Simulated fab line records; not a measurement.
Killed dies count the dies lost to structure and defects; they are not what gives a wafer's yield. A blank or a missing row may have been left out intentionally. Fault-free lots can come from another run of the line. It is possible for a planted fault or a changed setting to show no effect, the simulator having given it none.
Split-lot trial -- flow n5Finfet -- on a route of 1938 steps: 7 lots, 21 wafers read

## THE SPLIT
At N5_ZERO_LAYER_ETCH_18 (etches Si in HBr/Cl2, target depth 120 nm, time 40 s), the setting icpW was moved away from the recipe's 800 W on 4 of the 21 wafers read, by -12.8% to +17.0%. For the rest of the wafers, this setting stayed at what the recipe calls for.

The split's own step is where the reading is taken.

## THE READING
etch.depthNm (the simulator's own value, which no gauge read), in nm, at N5_ZERO_LAYER_ETCH_18 (etches Si in HBr/Cl2, target depth 120 nm, time 40 s). The file gives no usual value for it. Here, 17 wafers ran the recipe; their average is 119.9 nm with a standard deviation of 1.5 nm.

wafer,"tool, chamber at the split","icpW as run, W",against the recipe,"etch.depthNm, nm",against lot-mates on the recipe
L074.1,"rieSi-01, 1",800,recipe,122,-
L074.3,"rieSi-01, 3",800,recipe,121.7,-
L074.4,"rieSi-01, 2",800,recipe,121,-
L078.1,"rieSi-03, 3",936.1,+17.0%,130.3,+10.0
L078.2,"rieSi-03, 1",800,recipe,121.1,-
L078.5,"rieSi-03, 0",800,recipe,119.5,-
L079.1,"rieSi-03, 3",800,recipe,119.6,-
L079.3,"rieSi-03, 0",800,recipe,116.9,-
L079.4,"rieSi-03, 1",800,recipe,118.6,-
L084.1,"rieSi-01, 2",697.4,-12.8%,112.5,-9.3
L084.2,"rieSi-01, 3",697.4,-12.8%,113.5,-8.3
L084.4,"rieSi-01, 1",800,recipe,121.8,-
L085.3,"rieSi-03, 1",800,recipe,119.1,-
L085.4,"rieSi-03, 3",729.3,-8.8%,115.3,-4.6
L085.5,"rieSi-03, 2",800,recipe,120.7,-
L086.1,"rieSi-03, 1",800,recipe,118.5,-
L086.3,"rieSi-03, 0",800,recipe,117.1,-
L086.5,"rieSi-03, 1",800,recipe,118.6,-
L089.3,"rieSi-02, 2",800,recipe,121.2,-
L089.5,"rieSi-02, 1",800,recipe,120.1,-
L089.6,"rieSi-02, 2",800,recipe,120.5,-

THE FIT
A straight line over all 21 wafers: etch.depthNm changes by +0.568 nm for each +1% of icpW; r = +0.92; the points scatter about the line by 1.5 nm.
The same after taking each lot's own level away (the mean of its wafers on the recipe; 21 wafers): +0.625 nm for each +1%; r = +0.98; scatter 0.79 nm.
On that fit, the largest move of icpW shifts the reading by 11 nm.
The lots' own levels span 118.07 to 121.80 nm, that is 2.4 times the standard deviation above.
The two slopes agree, so the slope changes little with the lot-to-lot level.
Check: for one of the wafers moved furthest among these (+17.0%), held out of the fit, the line's prediction against its lot-mates is +11.2 nm. Against them it came out at +10 nm.

## THE WHOLE CHAIN: every reading that the file lists as answering this split, in the file's order
step,what it does,reading,change (the file's fit),r (the file's)
N5_ZERO_LAYER_ETCH_18,"etches Si in HBr/Cl2, target depth 120 nm, time 40 s","ZERO_LAYER.featureDepthNm (the simulator's own value, which no gauge read)",+0.607 nm for each +1% of the setting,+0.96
N5_ZERO_LAYER_ETCH_18,"etches Si in HBr/Cl2, target depth 120 nm, time 40 s","etch.depthNm (the simulator's own value, which no gauge read)",+0.607 nm for each +1% of the setting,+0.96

## THE FILE'S OWN FIT
etch.depthNm changes by +0.607 nm for each +1% of icpW, r = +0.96.
